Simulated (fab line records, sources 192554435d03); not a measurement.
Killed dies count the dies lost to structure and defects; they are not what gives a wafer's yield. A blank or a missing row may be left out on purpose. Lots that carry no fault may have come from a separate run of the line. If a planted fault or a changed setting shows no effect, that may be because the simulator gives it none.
Matching of chambers || flow n5_finfet || N5_BEOL_M2_PRE_CLEAN_60 on cvd_co-01 has 3 sister chambers
The step time 15 s. 3 wafers are shown with their chamber, then 12 later ones without.

WAFERS, EACH WITH ITS CHAMBER
{"wafer": "L093.1", "chamber": 0, "heater_power_outer_w (W)": 4}
{"wafer": "L093.5", "chamber": 2, "heater_power_outer_w (W)": 21}
{"wafer": "L093.6", "chamber": 1, "heater_power_outer_w (W)": 24}

WAFERS WITHOUT THEIR CHAMBER
{"wafer": "L094.2", "heater_power_outer_w (W)": 4}
{"wafer": "L094.4", "heater_power_outer_w (W)": 23}
{"wafer": "L094.6", "heater_power_outer_w (W)": 4}
{"wafer": "L095.1", "heater_power_outer_w (W)": 23}
{"wafer": "L095.3", "heater_power_outer_w (W)": 21}
{"wafer": "L095.5", "heater_power_outer_w (W)": 4}
{"wafer": "L097.2", "heater_power_outer_w (W)": 4}
{"wafer": "L097.3", "heater_power_outer_w (W)": 21}
{"wafer": "L097.4", "heater_power_outer_w (W)": 23}
{"wafer": "L096.2", "heater_power_outer_w (W)": 4}
{"wafer": "L096.4", "heater_power_outer_w (W)": 4}
{"wafer": "L096.6", "heater_power_outer_w (W)": 21}

THE CHAMBER EACH PASSED THROUGH
{"wafer": "L094.2", "from the rows above": 0, "in truth": 0}
{"wafer": "L094.4", "from the rows above": 1, "in truth": 1}
{"wafer": "L094.6", "from the rows above": 0, "in truth": 0}
{"wafer": "L095.1", "from the rows above": 1, "in truth": 1}
{"wafer": "L095.3", "from the rows above": 2, "in truth": 2}
{"wafer": "L095.5", "from the rows above": 0, "in truth": 0}
{"wafer": "L097.2", "from the rows above": 0, "in truth": 0}
{"wafer": "L097.3", "from the rows above": 2, "in truth": 2}
{"wafer": "L097.4", "from the rows above": 1, "in truth": 1}
{"wafer": "L096.2", "from the rows above": 0, "in truth": 0}
{"wafer": "L096.4", "from the rows above": 0, "in truth": 0}
{"wafer": "L096.6", "from the rows above": 2, "in truth": 2}
Correct placement for 12 of the 12. Left unplaced by these rows: 0. Wrongly placed: 0.
How it was worked out, from the rows above alone: a wafer's distance from a chamber is the root of the sum, over the readings, of the square of ((its reading less the chamber's mean) divided by the reading's scatter). If the next closest chamber is less than 2 further off than the closest, the wafer can't be placed; otherwise it belongs to the closest. A chamber's mean is the mean of its shown wafers. The scatter: root of mean squared gap, hidden wafer to nearest shown wafer, with one shown wafer a chamber.
